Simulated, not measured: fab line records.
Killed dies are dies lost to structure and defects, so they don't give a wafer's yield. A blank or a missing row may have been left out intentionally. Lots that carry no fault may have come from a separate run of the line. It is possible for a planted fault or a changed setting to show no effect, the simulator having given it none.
Chamber matching | flow n5-finfet | rie-diel-02 running N5_BEOL_M9_VIA_ETCH_34: 4 sister chambers
The step etches SiCOH lowk in C4F6/O2, target depth 182.4 nm, time 68.4 s. 8 wafers are shown with their chamber, then 7 later ones without.

## WAFERS PAIRED WITH THEIR CHAMBERS
wafer  | chamber | rf-vpp-V (V) | throttle-valve-pct (%)
L076.2 | 0       | 680          | 21.09
L089.4 | 2       | 652          | 21.03
L089.6 | 3       | 672          | 20.69
L092.1 | 1       | 659          | 21.21
L092.4 | 3       | 673          | 20.70
L092.5 | 1       | 657          | 21.22
L087.1 | 2       | 652          | 21.02
L087.3 | 0       | 678          | 21.11

## WAFERS MISSING THEIR CHAMBER
wafer  | rf-vpp-V (V) | throttle-valve-pct (%)
L087.5 | 651          | 21.03
L090.1 | 651          | 21.04
L090.4 | 673          | 20.70
L090.6 | 651          | 21.04
L094.2 | 651          | 21.04
L094.5 | 680          | 21.10
L094.6 | 674          | 20.69

## WHICH CHAMBER EACH WENT THROUGH
wafer  | from the rows above | in truth
L087.5 | 2                   | 2
L090.1 | 2                   | 2
L090.4 | 3                   | 3
L090.6 | 2                   | 2
L094.2 | 2                   | 2
L094.5 | 0                   | 0
L094.6 | 3                   | 3
Correct placement for 7 of the 7. Number that these rows cannot place: 0. Number placed wrongly: 0.
How it was worked out, from the rows above alone: a wafer's distance from a chamber is the root of the sum, over the readings, of the square of ((its reading less the chamber's mean) divided by the reading's scatter). The wafer belongs to the nearest chamber; if the next one is less than 2 further off, it can't be placed. Each chamber's mean is taken over the wafers shown for it. How the scatter is found: for the shown wafers, subtract from each reading the mean of its chamber, square and add these, divide the total by (wafers less chambers), then take the root.
